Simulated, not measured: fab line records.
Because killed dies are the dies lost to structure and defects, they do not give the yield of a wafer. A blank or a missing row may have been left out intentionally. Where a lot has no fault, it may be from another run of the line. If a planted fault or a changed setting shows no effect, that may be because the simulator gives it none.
2 desks looking at one fault | flow n5-finfet | what lay behind the numbers comes last; until then each desk has only its own

THE TOOL OWNER'S DESK: pecvd-03
The tool's own readings at N5_BEOL_M1_ILD_DEP_00 (deposits SiOC from DEMS/O2, target thk 79 nm, time 15.3 s): means of the sampled wafers that have a number, for each lot that ran on this tool. The brackets show how far a lot's mean lies from the usual mean; more than 4 standard deviations puts the lot out of limits, marked OUT.
Columns: A = heater-power-w at N5_BEOL_M1_ILD_DEP_00, usual 479 W; B = showerhead-plenum-p-Torr at N5_BEOL_M1_ILD_DEP_00, usual 5.689 Torr; C = showerhead-vpp-V at N5_BEOL_M1_ILD_DEP_00, usual 1439 V; D = throttle-valve-pct at N5_BEOL_M1_ILD_DEP_00, usual 11.7 %
lot  | first seen here | A   | B     | C    | D
L601 | day 6 09:50     | 535 | 5.692 | 1373 | 11.7
L604 | day 6 20:32     | 553 | 5.673 | 1430 | 11.6
L605 | day 7 06:04     | 489 | 5.680 | 1465 | 11.5
L609 | day 8 02:57     | 508 | 5.678 | 1435 | 11.7
L612 | day 9 01:32     | 447 | 5.675 | 1470 | 11.5
L615 | day 10 15:59    | 489 | 5.668 | 1456 | 11.6
L617 | day 10 18:09    | 462 | 5.670 | 1496 | 11.8
L622 | day 11 14:56    | 464 | 5.672 | 1468 | 11.6
Result from this desk: across the 8 lots, nothing is out of limits.

AT THE METROLOGY DESK
What the gauges read, lot by lot, whatever tool the lot ran on: means of the sampled wafers that have a number. The brackets show how far a lot's mean lies from the usual mean; more than 4 standard deviations puts the lot out of limits, marked OUT. Readings shown: 7 out of 11 (the first out of limits, and those lying furthest out on some lot).
Columns: A = M1_ILD_THK at N5_BEOL_M1_THK_MEAS_01, usual 78.7 nm; B = IOFF_P at N5_BEOL_M4_RC_MEAS_101, usual 0.21 nA/um; C = ION_N at N5_BEOL_M4_RC_MEAS_101, usual 678 uA/um; D = ION_P at N5_BEOL_M4_RC_MEAS_101, usual 462 uA/um; E = SS_N at N5_BEOL_M4_RC_MEAS_101, usual 71.7 mV/dec; F = VT_N at N5_BEOL_M4_RC_MEAS_101, usual 249 mV; G = VT_P at N5_BEOL_M4_RC_MEAS_101, usual -251 mV
lot  | first seen here | A               | B    | C   | D   | E    | F   | G
L601 | day 6 09:55     | 78.5            | 0.23 | 676 | 460 | 71.4 | 247 | -250
L604 | day 6 20:36     | 79.7            | 0.20 | 676 | 468 | 70.7 | 250 | -248
L605 | day 7 06:08     | 80.2            | 0.24 | 682 | 464 | 71.9 | 247 | -250
L607 | day 7 20:10     | 78.6            | 0.19 | 671 | 466 | 71.4 | 249 | -250
L608 | day 7 23:09     | 78.1            | 0.16 | 664 | 456 | 71.0 | 254 | -256
L609 | day 8 03:01     | 78.8            | 0.20 | 682 | 465 | 72.0 | 249 | -253
L610 | day 8 14:44     | 80.3            | 0.25 | 686 | 473 | 71.7 | 247 | -246
L612 | day 9 01:36     | 77.9            | 0.21 | 678 | 460 | 71.9 | 250 | -253
L615 | day 10 16:04    | 84.0 (+5.4) OUT | 0.20 | 674 | 465 | 71.8 | 254 | -251
L617 | day 10 18:13    | 90.2 (+12) OUT  | 0.23 | 694 | 472 | 71.6 | 246 | -249
L622 | day 11 14:59    | 84.7 (+6.1) OUT | 0.21 | 678 | 460 | 71.7 | 246 | -251
This desk's result: L615, L617, L622 out of limits, first on L615 (M1_ILD_THK at N5_BEOL_M1_THK_MEAS_01), day 10 16:04. Within limits: L601, L604, L605, L607, L608, L609, L610, L612.

PUT TOGETHER
The metrology desk could have raised an alarm at day 10 16:04, on L615, L617, L622.
The desk of the tool owner found nothing out of limits.
On record at the tool owner's desk: L615, L617, L622, within its limits.
All the named lots went through N5_BEOL_M1_ILD_DEP_00 on pecvd-03.

WHAT WAS PUT IN BY THE SIMULATOR
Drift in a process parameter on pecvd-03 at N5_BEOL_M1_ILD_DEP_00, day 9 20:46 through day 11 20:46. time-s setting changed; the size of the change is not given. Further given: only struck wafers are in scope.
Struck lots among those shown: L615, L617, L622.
Time in hours between the start of the fault and the first out-of-limits reading at each desk: metrology desk, 19.
